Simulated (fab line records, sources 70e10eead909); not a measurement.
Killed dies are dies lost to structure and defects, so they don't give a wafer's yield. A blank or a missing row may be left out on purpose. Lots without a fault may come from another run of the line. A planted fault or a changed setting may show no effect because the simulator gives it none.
fab line records | flow nand_harc
record lots=12 wafers=36 last_day=34
route steps=1302 shown A_M0@1155 END@1302
lots that met no fault: from a run of the same line without faults
start_h: hours from the record's first day to the start of the lot's first wafer shown | wait_h: hours since the lot's step before | " the same as in the row above | L1.1+2: a row that stands for several wafers | - no value, or no start given | * or withheld: withheld | < > ~ a bound
route shown NAME@n: a module of which the file shows steps, and the number in the route of the first | usual: mean/standard deviation of fault-free wafers | same: alike in all rows | chamber/n: place in a boat | sites: the reading at each site | _std_site: their standard deviation | _edge_site: outer sites' mean less inner sites' | radius_mm: how far each site lies from the wafer's centre | mask NAME#n: copy n | behind: the tool/chamber that last shaped the wafer | hold: why the lot was held/for how many hours/how that ended | device: the transistor (n, p or np) that didn't switch | end of line: the same wafers' tests at the end of the route | a step without rows: its recipe alone | killed: dies lost to structure and defects at the first sort, not the wafer's yield | map: a wafer's dies, x killed, . not, _ none there
set.NAME: the setting as run; set.NAME@STEP: as run at that earlier step | model.NAME: the simulator's own value behind a step, which no gauge read
steps of the route over a sample of lots; a table a step, a row a wafer
services: from which hour (start_h, from the record's first day; less than 0 if before it) a tool's chamber was out of use, for how many hours, and why
## steps
# step NHARC_A_M0_STRIP_19
# recipe time_s=600 temp_c=30 chemistry=post_etch_residue_remover
# usual bath_heat_duty_pct=12.7/1.5 run_length_s=602.9/1.1
# columns lot.wafer tool chamber start_h wait_h bath_heat_duty_pct run_length_s
L970.3 wet_bench-01 7 525.72 - 10.2 602.9
L970.1 " 0 " " 13.2 603.7
L970.5 " 3 " " 12.3 601.9
L977.5 wet_bench-01 6 583.09 - 11.2 603.0
L977.3 " 7 " " 11.3 602.9
L977.4 " 0 " " 12.6 601.6
L974.5 wet_bench-01 0 585.80 - 13.2 602.6
L974.3 " 1 " " 10.8 602.3
L974.6 " 5 " " 12.1 603.6
L976.3 wet_bench-06 2 591.30 - 14.8 603.0
L976.6 " 5 " " 15.5 604.4
L976.5 " 6 " " 10.8 601.9
L978.3 wet_bench-01 5 614.28 - 12.3 602.7
L978.1 " 6 " " 12.5 603.7
L978.2 " 7 " " 10.6 604.0
L980.3 wet_bench-06 5 620.08 - 15.4 603.4
L980.6 " 6 " " 11.2 600.8
L980.4 " 7 " " 13.0 602.4
L982.1 wet_bench-07 4 653.61 - - -
L982.2 " 6 " " - -
L982.4 " 0 " " - -
L984.6 wet_bench-07 7 668.04 - - -
L984.1 " 0 " " - -
L984.5 " 2 " " - -
L985.2 wet_bench-01 7 670.37 - - -
L985.1 " 2 " " - -
L985.6 " 3 " " - -
L983.5 wet_bench-07 3 674.47 - 12.5 602.3
L983.6 " 4 " " 12.5 601.7
L983.1 " 7 " " 11.7 601.4
L987.1 wet_bench-07 1 696.13 - 15.3 602.7
L987.4 " 2 " " 13.6 604.8
L987.2 " 3 " " 12.0 602.4
L993.6 wet_bench-07 6 766.12 - 12.7 603.6
L993.2 " 7 " " 10.2 601.6
L993.4 " 2 " " 14.4 604.4
# step NHARC_A_M0_PRE_CLEAN_29
# recipe time_s=30 temp_c=280 gas=H2/He
# usual heater_power_w=450/37
# columns lot.wafer tool chamber start_h wait_h heater_power_w
L970.3 pvd_sputter-01 - 526.07 - 501
L970.1 " - " " 502
L970.5 " - " " 489
L977.4 pvd_sputter-03 - - - 458
L977.3 " - " " 442
L977.5 " - " " 443
L974.3 pvd_sputter-03 - - - 460
L974.5 " - " " 436
L974.6 " - " " 453
L976.3 pvd_sputter-02 - - - 472
L976.5 " - " " 461
L976.6 " - " " 400
L978.1 pvd_sputter-03 - - - 449
L978.3 " - " " 451
L978.2 " - " " 438
L980.3 pvd_sputter-02 - - - 410
L980.4 " - " " 462
L980.6 " - " " 431
L982.2 pvd_sputter-01 - - - 508
L982.1 " - " " 488
L982.4 " - " " 434
L984.1 pvd_sputter-01 - - - 382
L984.6 " - " " 441
L984.5 " - " " 500
L985.1 pvd_sputter-01 - - - 438
L985.2 " - " " 509
L985.6 " - " " 498
L983.1 pvd_sputter-01 - - - 503
L983.5 " - " " 490
L983.6 " - " " 440
L987.4 pvd_sputter-02 - - - 438
L987.1 " - " " 491
L987.2 " - " " 472
L993.4 pvd_sputter-03 - - - 413
L993.2 " - " " 452
L993.6 " - " " 420
# step NHARC_A_M0_PVD_20
# recipe target_thk_a=50 bias_v=168.6 power_w=15000 chamber_pressure_pa=0.12 time_s=8.06 substrate_temp_c=50 material=TaN
# usual chamber_pressure_pa=0.11995/0.00022 throttle_valve_pct=30.1/1.2
# columns lot.wafer tool chamber start_h wait_h chamber_pressure_pa throttle_valve_pct
L970.3 pvd_sputter-02 - 526.17 - 0.11978 30.5
L970.1 " - " " 0.12024 29.5
L970.5 " - " " 0.11991 30.6
L977.3 pvd_sputter-03 - - - 0.11979 29.3
L977.4 " - " " 0.11982 29.0
L977.5 " - " " 0.12014 28.8
L974.3 pvd_sputter-03 - - - 0.12035 29.6
L974.5 " - " " 0.11961 29.2
L974.6 " - " " 0.11991 29.2
L976.3 pvd_sputter-02 - - - 0.11989 29.2
L976.6 " - " " 0.12007 30.6
L976.5 " - " " 0.12008 29.4
L978.2 pvd_sputter-03 - - - 0.12021 28.6
L978.3 " - " " 0.12042 29.2
L978.1 " - " " 0.12031 29.3
L980.3 pvd_sputter-02 - - - 0.12004 32.3
L980.4 " - " " 0.11965 31.3
L980.6 " - " " 0.11977 32.3
L982.1 pvd_sputter-01 - - - 0.1204 31.3
L982.4 " - " " 0.1199 27.7
L982.2 " - " " 0.12012 30.8
L984.1 pvd_sputter-01 - - - 0.11992 29.5
L984.6 " - " " 0.11969 29.7
L984.5 " - " " 0.11984 27.8
L985.1 pvd_sputter-01 - - - 0.1201 30.6
L985.2 " - " " 0.12002 31.3
L985.6 " - " " 0.11989 30.6
L983.1 pvd_sputter-01 - - - 0.12016 28.0
L983.5 " - " " 0.11973 31.5
L983.6 " - " " 0.11967 29.7
L987.4 pvd_sputter-02 - - - 0.1196 31.6
L987.1 " - " " 0.11967 31.0
L987.2 " - " " 0.12023 28.6
L993.4 pvd_sputter-03 - - - 0.12018 29.4
L993.2 " - " " 0.12059 29.2
L993.6 " - " " 0.11968 29.7
# step NHARC_A_M0_PVD_21
# recipe target_thk_a=300 chamber_pressure_pa=5 power_w=5000 substrate_temp_c=30 time_s=20.49 material=Cu
# usual chamber_pressure_pa=4.999/0.0099 throttle_valve_pct=30.1/1.2
# columns lot.wafer tool chamber start_h wait_h chamber_pressure_pa throttle_valve_pct
L970.1 pvd_sputter-01 - 526.30 - 5.003 30.9
L970.3 " - " " 5.003 31.0
L970.5 " - " " 5.000 30.8
L977.3 pvd_sputter-03 - - - 5.014 29.5
L977.4 " - " " 4.986 28.8
L977.5 " - " " 5.003 29.3
L974.3 pvd_sputter-03 - - - 5.001 29.5
L974.5 " - " " 5.001 29.6
L974.6 " - " " 4.991 29.2
L976.3 pvd_sputter-02 - - - 4.983 30.4
L976.6 " - " " 4.999 29.3
L976.5 " - " " 5.013 32.2
L978.1 pvd_sputter-03 - - - 5.002 29.3
L978.3 " - " " 5.003 28.7
L978.2 " - " " 5.003 29.5
L980.4 pvd_sputter-02 - - - 5.020 32.3
L980.3 " - " " 5.001 31.9
L980.6 " - " " 4.980 30.5
L982.2 pvd_sputter-01 - - - 4.992 30.6
L982.4 " - " " 5.006 31.3
L982.1 " - " " 5.012 29.6
L984.1 pvd_sputter-01 - - - 5.004 30.7
L984.5 " - " " 5.005 30.6
L984.6 " - " " 5.010 31.8
L985.2 pvd_sputter-01 - - - 4.986 31.2
L985.1 " - " " 4.999 30.9
L985.6 " - " " 5.002 29.2
L983.1 pvd_sputter-01 - - - 5.001 29.5
L983.5 " - " " 4.994 30.5
L983.6 " - " " 5.007 31.2
L987.1 pvd_sputter-02 - - - 5.022 29.2
L987.2 " - " " 4.969 31.7
L987.4 " - " " 4.991 30.7
L993.2 pvd_sputter-03 - - - 4.992 29.6
L993.4 " - " " 4.993 29.7
L993.6 " - " " 4.989 29.4
# step NHARC_END_SORT_01
# recipe temp_c=25
# usual defect_limited_yield=91/3.4 killed_at_array=54/23 killed_at_other=1.2/1.5 killed_at_periphery=3.9/2.5 killed_dies=59/23 killed_open=3.2/1.7 killed_short=2.4/1.6 sort_bin_2_pct=3.0/1.4 sort_bin_3_pct=0.7/0.45 sort_bin_4_pct=5.0/1.9 sort_n_pass=618/23 sort_rim_yield_pct=92/3.8 sort_yield_pct=91/3.4
# same gross_dies=677 sort_bin_5_pct[%]=0 sort_bin_6_pct[%]=0 sort_bin_7_pct[%]=0 sort_bin_8_pct[%]=0 sort_rim_n_gross=106.00
# columns lot.wafer tool chamber start_h wait_h defect_limited_yield[%] killed_at_array killed_at_other killed_at_periphery killed_dies killed_open killed_short sort_bin_2_pct[%] sort_bin_3_pct[%] sort_bin_4_pct[%] sort_n_pass sort_rim_yield_pct[%] sort_yield_pct[%]
L976.3 prober-02 0 632.51 3.1 96 25 2 2 29 3 1 1.2 0.1 3.0 648 92 96
L976.5 prober-02 0 634.11 3.7 96 19 5 3 27 2 0 0.7 0 3.2 650 95 96
L976.6 prober-02 0 634.91 4.0 96 24 1 1 26 3 2 1.2 0.1 2.5 651 94 96
L982.1 prober-01 0 692.13 2.5 91 52 0 6 58 2 3 3.4 0.3 4.9 619 86 91
L982.2 prober-01 0 692.93 2.8 92 52 0 3 55 4 3 1.8 0.9 5.5 622 89 92
L982.4 prober-01 0 694.51 3.4 92 51 0 6 57 5 1 3.7 1.0 3.7 620 86 92
L984.1 prober-02 0 713.84 2.5 96 20 0 8 28 5 3 0.7 0.1 3.2 649 99 96
L984.5 prober-02 0 717.10 3.8 95 23 1 10 34 2 3 1.0 0.3 3.7 643 93 95
L984.6 prober-02 0 717.91 4.1 96 25 0 4 29 4 1 1.0 0.6 2.7 648 97 96
L983.1 prober-02 0 734.12 2.5 84 94 5 8 107 5 4 4.7 1.6 9.5 570 86 84
L983.5 prober-02 0 737.37 3.8 85 97 0 7 104 5 0 6.1 1.0 8.3 573 84 85
L983.6 prober-02 0 738.18 4.1 85 93 3 4 100 2 2 5.2 1.6 8.0 577 88 85
# killed by level:class
L976.3 A_CHANNEL_HOLE_D2:chamber_film_flake=9 A_CONTACT:chamber_film_flake=5 A_SLIT:chamber_film_flake=2 A_WL_FILL:chamber_film_flake=2 A_BONDPAD:chamber_film_flake=2 THIN_TSV:chamber_film_flake=2 P_CONTACT:geometric_particle:open=1 A_CHANNEL_FILL_D1:geometric_particle:short=1
L976.5 A_CHANNEL_HOLE_D2:chamber_film_flake=8 THIN_TSV:chamber_film_flake=5 A_CONTACT:chamber_film_flake=3 P_ZERO_WELL:chamber_film_flake=2 A_CHANNEL_FILL_D1:geometric_particle:open=1 A_M0:geometric_particle:open=1 P_STI:chamber_film_flake=1 A_CHANNEL_HOLE_D1:chamber_film_flake=1
L976.6 A_CHANNEL_HOLE_D2:chamber_film_flake=9 A_CHANNEL_HOLE_D1:chamber_film_flake=6 A_DECK1_JOINT:chamber_film_flake=2 A_CONTACT:chamber_film_flake=2 P_M2:geometric_particle:open=1 A_DECK1_JOINT:geometric_particle:open=1 A_STAIRCASE:geometric_particle:short=1 A_WL_FILL:geometric_particle:short=1
L982.1 A_SLIT:chamber_film_flake=19 A_CHANNEL_HOLE_D2:chamber_film_flake=15 A_CONTACT:chamber_film_flake=7 A_STAIRCASE:chamber_film_flake=3 P_GATE:chamber_film_flake=2 P_CONTACT:chamber_film_flake=2 A_CHANNEL_HOLE_D1:chamber_film_flake=2 P_M0:geometric_particle:open=1
L982.2 A_SLIT:chamber_film_flake=19 A_CHANNEL_HOLE_D2:chamber_film_flake=8 A_CHANNEL_HOLE_D1:chamber_film_flake=6 A_CONTACT:chamber_film_flake=6 A_STAIRCASE:chamber_film_flake=4 A_CHANNEL_FILL_D1:geometric_particle:short=2 P_ZERO_WELL:chamber_film_flake=2 A_WL_FILL:chamber_film_flake=2
L982.4 A_SLIT:chamber_film_flake=18 A_CONTACT:chamber_film_flake=7 A_CHANNEL_HOLE_D1:chamber_film_flake=6 A_CHANNEL_HOLE_D2:chamber_film_flake=6 A_STAIRCASE:chamber_film_flake=4 A_WL_FILL:chamber_film_flake=4 P_CONTACT:chamber_film_flake=3 A_CHANNEL_FILL_D1:geometric_particle:open=2
L984.1 A_CHANNEL_HOLE_D1:chamber_film_flake=7 A_STAIRCASE:chamber_film_flake=5 P_GATE:chamber_film_flake=2 A_CHANNEL_FILL_D1:chamber_film_flake=2 A_SLIT:chamber_film_flake=2 P_GATE:geometric_particle:open=1 P_CONTACT:geometric_particle:open=1 P_M0:geometric_particle:short=1
L984.5 A_CHANNEL_HOLE_D1:chamber_film_flake=9 P_M2:chamber_film_flake=5 P_GATE:chamber_film_flake=3 A_SLIT:chamber_film_flake=3 P_STI:chamber_film_flake=2 A_STAIRCASE:chamber_film_flake=2 A_SOURCE_PLATE:geometric_particle:short=1 A_CHANNEL_FILL_D1:geometric_particle:open=1
L984.6 A_CHANNEL_HOLE_D1:chamber_film_flake=11 P_GATE:chamber_film_flake=3 A_DECK1_JOINT:chamber_film_flake=3 A_STAIRCASE:chamber_film_flake=2 P_M2:geometric_particle:open=1 A_SOURCE_PLATE:geometric_particle:open=1 A_CHANNEL_FILL_D1:geometric_particle:open=1 A_WL_FILL:geometric_particle:short=1
L983.1 A_CHANNEL_HOLE_D1:chamber_film_flake=36 A_SLIT:chamber_film_flake=23 A_CHANNEL_HOLE_D2:chamber_film_flake=16 A_CONTACT:chamber_film_flake=5 P_GATE:chamber_film_flake=4 THIN_TSV:chamber_film_flake=3 P_STI:chamber_film_flake=2 A_STAIRCASE:chamber_film_flake=2
L983.5 A_CHANNEL_HOLE_D1:chamber_film_flake=36 A_SLIT:chamber_film_flake=29 A_CHANNEL_HOLE_D2:chamber_film_flake=17 A_STAIRCASE:chamber_film_flake=5 P_GATE:chamber_film_flake=4 A_CONTACT:chamber_film_flake=3 A_BLC:chamber_film_flake=3 A_SOURCE_PLATE:geometric_particle:open=2
L983.6 A_CHANNEL_HOLE_D1:chamber_film_flake=37 A_SLIT:chamber_film_flake=21 A_CHANNEL_HOLE_D2:chamber_film_flake=19 A_STAIRCASE:chamber_film_flake=4 A_CONTACT:chamber_film_flake=4 A_BLC:chamber_film_flake=4 THIN_TSV:chamber_film_flake=2 P_CONTACT:geometric_particle:short=1
## services
# columns tool chamber start_h hours kind
wet_bench-07 - 512.00 8.0 pm
pvd_sputter-02 - 513.27 4.8 repair
wet_bench-07 0 520.00 - consumable_replace:bath
wet_bench-07 0 520.00 - consumable_replace:filter
wet_bench-07 1 520.00 - consumable_replace:bath
wet_bench-07 1 520.00 - consumable_replace:filter
wet_bench-07 2 520.00 - consumable_replace:bath
wet_bench-07 2 520.00 - consumable_replace:filter
wet_bench-07 3 520.00 - consumable_replace:bath
wet_bench-07 3 520.00 - consumable_replace:filter
wet_bench-07 4 520.00 - consumable_replace:bath
wet_bench-07 4 520.00 - consumable_replace:filter
pvd_sputter-03 - 528.49 1.9 repair
wet_bench-06 - 545.63 8.0 pm
pvd_sputter-01 - 569.13 16.8 repair
pvd_sputter-01 - 585.95 10.0 pm
wet_bench-01 - 629.60 8.0 pm
pvd_sputter-02 - 642.53 10.0 pm
wet_bench-01 - 653.04 1.2 repair
pvd_sputter-03 - 674.29 7.3 repair
wet_bench-07 - 688.00 8.0 pm
pvd_sputter-03 - 704.04 10.0 pm
wet_bench-06 - 721.63 8.0 pm
pvd_sputter-01 - 763.95 10.0 pm
## key
first_sign step=NHARC_A_M0_STRIP_19 reading=tool_record direction=missing
effect none on later readings
met_at NHARC_A_M0_STRIP_19
struck_lots L982,L984,L985
not_acting_at NHARC_A_M0_PRE_CLEAN_29,NHARC_A_M0_PVD_20,NHARC_A_M0_PVD_21
onset_between 614.28 653.61
fault kind=skipped_step_whole tool=wet_bench-01,wet_bench-07 chamber=- onset_h=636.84 steps=NHARC_A_M0_STRIP_19 scope=struck_lots_only
